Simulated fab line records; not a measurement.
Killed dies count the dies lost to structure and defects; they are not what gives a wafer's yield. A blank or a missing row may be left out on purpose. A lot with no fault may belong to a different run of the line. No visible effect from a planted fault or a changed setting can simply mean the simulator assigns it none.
Which tool did it?    flow nand-harc    Sampling: 6 lots, 18 wafers, 5 of 1302 route steps

## WHAT EACH GAUGE READ, for each wafer
NHARC_END_SORT_01.
lot   measured      on         killed-at-array
L778  day 32 01:08  prober-01  49 61 56

## EACH LOT AND THE TOOL THAT RAN IT (in order: tool; ch and the chambers of the sampled wafers; start)
lot   NHARC_A_WL_FILL_ALD_10            NHARC_A_WL_FILL_ETCHBACK_17        NHARC_A_WL_FILL_CVD_23            NHARC_A_CONTACT_DEP_24
L762  ald-hk-02 ch 1,3, day 21 03:14    rie-metal-01 ch 0,1, day 21 07:35  lpcvd-poly-03 ch 0, day 21 10:07  pecvd-03 ch 1,2, day 21 14:03
L767  ald-hk-01 ch 0,2,3, day 24 01:31  rie-metal-01 ch 0,1, day 24 06:20  lpcvd-poly-03 ch 0, day 24 10:29  pecvd-01 ch 0,2, day 24 14:17
L769  ald-hk-03 ch 0,1,3, day 24 13:40  rie-metal-01 ch 0,1, day 24 17:01  lpcvd-poly-02 ch 0, day 24 20:07  pecvd-03 ch 0,2, day 24 23:57
L778  ald-hk-02 ch 1,3, day 27 03:49    rie-metal-03 ch 0,1, day 27 08:38  lpcvd-poly-03 ch 0, day 28 17:12  pecvd-01 ch 0,2, day 28 21:03
L781  ald-hk-01 ch 0,1,2, day 29 21:19  rie-metal-01 ch 0,1, day 30 02:08  lpcvd-poly-02 ch 0, day 30 04:49  pecvd-01 ch 0,2, day 30 08:36
L783  ald-hk-02 ch 1,2,3, day 29 23:57  rie-metal-02 ch 0,1, day 30 03:47  lpcvd-poly-02 ch 0, day 30 04:49  pecvd-02 ch 0,1,2, day 30 08:44
- NHARC_A_WL_FILL_ALD_10: deposits SiO2, target thk 50 nm, pulse time 10 s, ald cycles 500.
- NHARC_A_WL_FILL_ETCHBACK_17: etches the open film in Cl2/BCl3, target depth 4 nm, time 26.7 s.
- NHARC_A_WL_FILL_CVD_23: deposits poly-Si, target thk 40 nm, time 800 s.
- NHARC_A_CONTACT_DEP_24: deposits SiO2, target thk 500 nm.

## THE ANSWER, worked out from the rows above alone
Rule: the lots themselves supply what counts as usual. The widest of any qualifying gaps counts: lots, ordered by their means at a reading, are off when they make up no more than a third of the lots, leave a main group of 4 or more, and stand apart from it by 3 or more times the standard deviation of that group's means. A main group is skipped when, at the precision printed for the reading in the tables above, its means are all equal. A lot without any number at a reading at which 4 lots or more have one is off too. All remaining lots with rows at the step are treated as sound.
No lot is off at any reading shown: from this, nothing can be told.

## WHAT THE SIMULATOR PUT IN
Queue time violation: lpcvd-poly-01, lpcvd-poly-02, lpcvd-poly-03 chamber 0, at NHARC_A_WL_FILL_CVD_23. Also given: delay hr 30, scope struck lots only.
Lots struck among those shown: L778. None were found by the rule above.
